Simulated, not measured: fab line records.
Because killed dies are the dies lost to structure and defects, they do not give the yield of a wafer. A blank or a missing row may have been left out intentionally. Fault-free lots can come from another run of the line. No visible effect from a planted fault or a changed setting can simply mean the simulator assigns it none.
A lot that was struck, set against a sound lot || flow n5Finfet || 18 out of 1938 route steps
Sound: these wafers, L514.2, L514.4, L514.6. Wafers struck: L522.1, L522.3, L522.5. The cause comes at the end.
For every step that has rows: the tool of each side, followed by ch and its chambers, followed by its first start. Under that, the readings that differ: sound wafers || struck wafers || difference of the means || sigmas: that difference in standard deviations of wafers without a fault.
alike: words and numbers the same on both sides, and readings whose means are apart by under 2 such deviations; not compared: readings that were withheld, readings missing a value for some wafer, numbers with overlapping values and no deviation given by the record, and bounds like >300 which may hide the same value.
The two part at a step that has a row with sigmas, a row that says differs or no value, or rows on one side only. Non-overlapping numbers with no deviation appear without sigmas and do not part them. Lack of a reading on every wafer of one side parts them only where that side has two or more wafers.

N5_PASSIVATION_STRIP_14: strips in O2.
  sound on rieDiel-05 ch 0,2,3, day 12 23:57; struck on rieDiel-05 ch 0,1,2, day 15 13:34
  alike: drypumpMotorCurrentA, oesProductAu, rfVppV, showerheadPlenumPTorr, throttleValvePct
  not compared: rfHoursCounterH
N5_PASSIVATION_ETCH_15: etches SiCN in CF4/N2, target depth 75 nm, time 81.2 s.
  sound on rieDiel-05 ch 0,2,3; struck on rieDiel-05 ch 0,1,2
  alike: biasW, drypumpMotorCurrentA, oesProductAu, rfVppV, showerheadPlenumPTorr, throttleValvePct
  not compared: rfHoursCounterH
then, 2 steps without rows for these wafers: N5_PASSIVATION_STRIP_73 (strips in post etch residue remover, time 60 s); N5_PASSIVATION_SRD_17 (time 30 s, dry time 30 s).
N5_PASSIVATION_DEGAS_18: time 60 s.
  struck on pvdSputter-01, day 15 13:47; sound on pvdSputter-02, day 13 00:41
  alike: heaterPowerW
N5_PASSIVATION_PRE_CLEAN_19:
  struck on pvdSputter-01, day 15 13:50; sound on pvdSputter-02, day 13 00:43
  alike: heaterPowerW
N5_PASSIVATION_SPUTTER_20: material TaN, target thk 50 nm.
  struck on pvdSputter-01, day 15 13:52; sound on pvdSputter-02, day 13 00:46
  alike: throttleValvePct
then, 5 steps without rows for these wafers: N5_PASSIVATION_AL_DEP_21 (deposits Al, target thk 2800 nm, time 170 s); N5_PASSIVATION_HMDS_23 (time 60 s); N5_PASSIVATION_COAT_24; N5_PASSIVATION_EBR_26; N5_PASSIVATION_SOFTBAKE_25 (time 90 s).
N5_PASSIVATION_EXPOSE_27: exposes mask PAD, defocus 0 nm.
  sound on krfScanner-01 ch 0, day 13 01:17; struck on krfScanner-01 ch 0, day 15 14:16
{"reading": "exposureDoseMJCm2", "sound": "32.36 32.31 32.31", "struck": "23.41 23.39 23.34", "difference": -8.95, "sigmas": "-99 or more"}
  alike: mask
then, 3 steps without rows for these wafers: N5_PASSIVATION_PEB_28; N5_PASSIVATION_DEVELOP_29 (develop time 60 s); N5_PASSIVATION_HARDBAKE_31 (time 120 s).
N5_PASSIVATION_CD_MEAS_30: target cd 4000 nm.
  sound on cdSem-03 ch 0, day 13 01:27; struck on cdSem-01 ch 0, day 15 14:26
{"reading": "cdNm (nm)", "sound": "4001.6 3999.7 3999.0", "struck": "3939.6 3941.5 3939.2", "difference": -60.0, "sigmas": -33}
N5_PASSIVATION_OVL_MEAS_63:
  sound on overlay-01 ch 0, day 13 01:29; struck on overlay-02 ch 0, day 15 14:29
  alike: PAD_OVL

== WHERE THEY PART ==
Last at N5_PASSIVATION_CD_MEAS_30 as far as this record goes, first at N5_PASSIVATION_EXPOSE_27. Later steps at which nothing parts them and some readings are alike: N5_PASSIVATION_OVL_MEAS_63.

WHY: what had been put in by the simulator
Process parameter drift: krfScanner-01, from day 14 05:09 on, at N5_PASSIVATION_EXPOSE_27. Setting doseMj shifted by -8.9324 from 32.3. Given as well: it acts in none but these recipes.
